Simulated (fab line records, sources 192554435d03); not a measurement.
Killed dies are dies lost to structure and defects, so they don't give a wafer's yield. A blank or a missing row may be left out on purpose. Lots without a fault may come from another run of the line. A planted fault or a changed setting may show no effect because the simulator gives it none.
One fault seen from 3 desks | flow n5_finfet | each desk has only its own numbers; what lay behind them comes last

THE TOOL OWNER'S DESK: ald_metal-04
The tool's own readings at N5_HKMG_FIN_ALD_71 (deposits TiN, target thk 1 nm, pulse time 1 s, purge time 3 s): means of the sampled wafers that have a number, for each lot that ran on this tool. A lot is out of limits, marked OUT, if its mean lies more than 4 standard deviations from the usual mean; the brackets give that distance.
Columns: A = heater_power_outer_w at N5_HKMG_FIN_ALD_71, usual 554 W; B = heater_power_w at N5_HKMG_FIN_ALD_71, usual 906 W; C = precursor_pulse_height_rel at N5_HKMG_FIN_ALD_71, usual 1.001
lot  | first seen here | A   | B   | C
L190 | day 4 15:16     | 537 | 885 | 0.987
L192 | day 5 01:11     | 607 | 992 | 1.011
L195 | day 5 22:08     | 541 | 919 | 1.003
L201 | day 7 12:28     | 540 | 917 | 0.991
L209 | day 9 05:10     | 546 | 954 | 1.003
This desk's finding: nothing out of limits on any of the 5 lots.

THE METROLOGY DESK
What the gauges read, lot by lot, whatever tool the lot ran on: means of the sampled wafers that have a number. A lot is out of limits, marked OUT, if its mean lies more than 4 standard deviations from the usual mean; the brackets give that distance. Of its 11 readings 7 are shown: those that lie furthest out on some lot.
Columns: A = DIBL_P at N5_BEOL_M4_RC_MEAS_101, usual 36.1 mV/V; B = IOFF_N at N5_BEOL_M4_RC_MEAS_101, usual 0.159 nA/um; C = IOFF_P at N5_BEOL_M4_RC_MEAS_101, usual 0.21 nA/um; D = ION_N at N5_BEOL_M4_RC_MEAS_101, usual 675 uA/um; E = ION_P at N5_BEOL_M4_RC_MEAS_101, usual 464 uA/um; F = VT_N at N5_BEOL_M4_RC_MEAS_101, usual 249 mV; G = VT_P at N5_BEOL_M4_RC_MEAS_101, usual -250 mV
lot  | first seen here | A    | B     | C    | D   | E   | F   | G
L189 | day 4 09:10     | 36.8 | 0.137 | 0.20 | 661 | 460 | 252 | -252
L190 | day 4 13:01     | 35.3 | 0.152 | 0.19 | 667 | 455 | 251 | -251
L191 | day 4 18:09     | 35.0 | 0.146 | 0.21 | 680 | 468 | 252 | -249
L192 | day 4 22:59     | 36.0 | 0.149 | 0.22 | 664 | 460 | 251 | -247
L195 | day 5 19:50     | 36.2 | 0.163 | 0.21 | 673 | 463 | 249 | -250
L197 | day 6 07:47     | 37.3 | 0.156 | 0.22 | 669 | 464 | 251 | -249
L198 | day 6 17:35     | 36.9 | 0.161 | 0.24 | 676 | 470 | 248 | -246
L201 | day 7 10:11     | 33.6 | 0.119 | 0.16 | 664 | 452 | 254 | -254
L206 | day 8 13:04     | 37.4 | 0.162 | 0.19 | 671 | 458 | 251 | -254
L209 | day 9 02:45     | 37.0 | 0.184 | 0.27 | 690 | 478 | 246 | -243
This desk's finding: nothing out of limits on any of the 10 lots.

THE DEFECT DESK
What the inspections along the route counted, lot by lot: means of the sampled wafers that have a number. A lot is out of limits, marked OUT, if its mean lies more than 4 standard deviations from the usual mean; the brackets give that distance.
Columns: A = raw_defect_count at N5_HKMG_FIN_INSPECT_14, usual 2.2
lot  | first seen here | A
L189 | day 4 09:12     | 1.7
L190 | day 4 13:03     | 2.7
L191 | day 4 18:11     | 3.7
L192 | day 4 23:01     | 1.0
L195 | day 5 19:52     | 2.7
L197 | day 6 07:49     | 1.7
L198 | day 6 17:37     | 3.0
L201 | day 7 10:13     | 1.0
L206 | day 8 13:05     | 2.7
L209 | day 9 02:46     | 1.5
This desk's finding: nothing out of limits on any of the 10 lots.

PUT TOGETHER
The tool owner's desk saw nothing out of limits.
The metrology desk saw nothing out of limits.
The defect desk saw nothing out of limits.

WHAT THE SIMULATOR HAD PUT IN
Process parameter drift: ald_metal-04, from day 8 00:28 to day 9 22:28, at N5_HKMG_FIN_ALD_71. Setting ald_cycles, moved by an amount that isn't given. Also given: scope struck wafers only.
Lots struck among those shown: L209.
